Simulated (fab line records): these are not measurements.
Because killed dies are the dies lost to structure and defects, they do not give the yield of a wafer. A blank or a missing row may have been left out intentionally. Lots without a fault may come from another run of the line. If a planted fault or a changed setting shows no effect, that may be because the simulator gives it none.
A lot that was struck, set against a sound lot :: flow nand-harc :: 15 steps out of a route of 1159
Sound: wafers L535.1, L535.2, L535.5. Struck: wafer L524.5 (L524.2, L524.4, from the same lot, were not struck and are left out); the cause is given at the end.
Per side, at each step with rows, come the tool, then ch with its chambers, and then its first start. Under that, the readings that differ: sound wafers :: struck wafers :: difference of the means :: sigmas: that difference in standard deviations of wafers without a fault.
alike: a reading whose means differ by less than 2 such deviations, as well as words and numbers matching on both sides. not compared: withheld readings; readings where some wafer has no value; bounds like >300 that might hide an equal value; numbers whose values overlap and for which the record gives no deviation.
A row with sigmas, a row that says differs or no value, or rows on one side alone: a step with any of these is where the two part. Numbers that have no deviation but don't overlap get no sigmas and don't part them. A reading that every wafer of one side lacks parts them only if that side has two wafers or more.

first, 7 steps without rows for these wafers: NHARC_A_BONDPAD_COAT_33 (time 65 s); NHARC_A_BONDPAD_COAT_03 (resist thk 600 nm); NHARC_A_BONDPAD_SOFTBAKE_04 (time 70 s); NHARC_A_BONDPAD_EBR_05; NHARC_A_BONDPAD_EXPOSE_06 (exposes mask A BPAD); NHARC_A_BONDPAD_PEB_07 (peb time 80 s); NHARC_A_BONDPAD_DEVELOP_08 (time 50 s).
NHARC_A_BONDPAD_CD_MEAS_09 targets a cd of 500 nm.
  sound on cd-sem-02 ch 0, day 22 14:29; struck on cd-sem-01 ch 0, day 21 04:32
  alike: cd-nm
NHARC_A_BONDPAD_OVL_MEAS_35:
  struck on overlay-02, day 21 04:37; sound on overlay-02, day 22 14:35
  alike: overlay-x-nm, overlay-y-nm
then, 1 step without rows for these wafers: NHARC_A_BONDPAD_HARDBAKE_10 (time 65 s).
NHARC_A_BONDPAD_DESCUM_11: chemistry O2, time 3 s.
  sound on rie-diel-06 ch 0,1, day 22 14:47; struck on rie-diel-03 ch 1, day 21 04:44
reading: drypump-motor-current-A (A)
sound: 5.9 6.6 5.9
struck: 4.8
difference: -1.3
sigmas: -2
  alike: mfc-ar-sccm, oes-product-au, rf-vpp-V, showerhead-plenum-p-Torr, throttle-valve-pct
  not compared: rf-hours-counter-h
NHARC_A_BONDPAD_ETCH_34: etches the open film in N2/H2, target depth 60 nm, overetch 18 nm, time 65.91 s.
  sound on rie-diel-06 ch 1,2,3, day 22 15:01; struck on rie-diel-03 ch 2, day 21 04:51
reading: drypump-motor-current-A (A)
sound: 6.3 6.5 6.5
struck: 5.0
difference: -1.4
sigmas: -2
  alike: mfc-ar-sccm, oes-product-au, rf-vpp-V, run-length-s, showerhead-plenum-p-Torr, throttle-valve-pct
  not compared: rf-hours-counter-h
NHARC_A_BONDPAD_ETCH_12: etches the open film in CHF3/O2, target depth 220 nm, time 110 s.
  sound on rie-diel-06 ch 0,1,3, day 22 15:22; struck on rie-diel-03 ch 1, day 21 04:58
reading: drypump-motor-current-A (A)
sound: 6.3 5.9 6.5
struck: 4.8
difference: -1.4
sigmas: -2

reading: run-length-s (s)
sound: 131.3 131.6 130.9
struck: 53.4
difference: -77.9
sigmas: -99 or more
  alike: mfc-ar-sccm, oes-product-au, rf-vpp-V, showerhead-plenum-p-Torr, throttle-valve-pct
  not compared: rf-hours-counter-h
NHARC_A_BONDPAD_CD_MEAS_13:
  struck on cd-sem-01, day 21 05:07; sound on cd-sem-03, day 22 15:30
reading: cd-nm (nm)
sound: 501.5 502.8 502.8
struck: 497.9
difference: -4.5
sigmas: -2
-- the record jumps here: 3 days lie between the struck wafers' starts before and after (it left off in module A_BONDPAD and takes up again in module END, whose first step shown is number 1159 of the route) --
NHARC_END_SORT_01:
  the record has rows for the struck wafers here (prober-02 ch 0, day 24 11:21) and none for the sound ones

WHERE THEY PART
Last at NHARC_END_SORT_01 as far as this record goes, first at NHARC_A_BONDPAD_DESCUM_11.

WHY: whatever the simulator had introduced
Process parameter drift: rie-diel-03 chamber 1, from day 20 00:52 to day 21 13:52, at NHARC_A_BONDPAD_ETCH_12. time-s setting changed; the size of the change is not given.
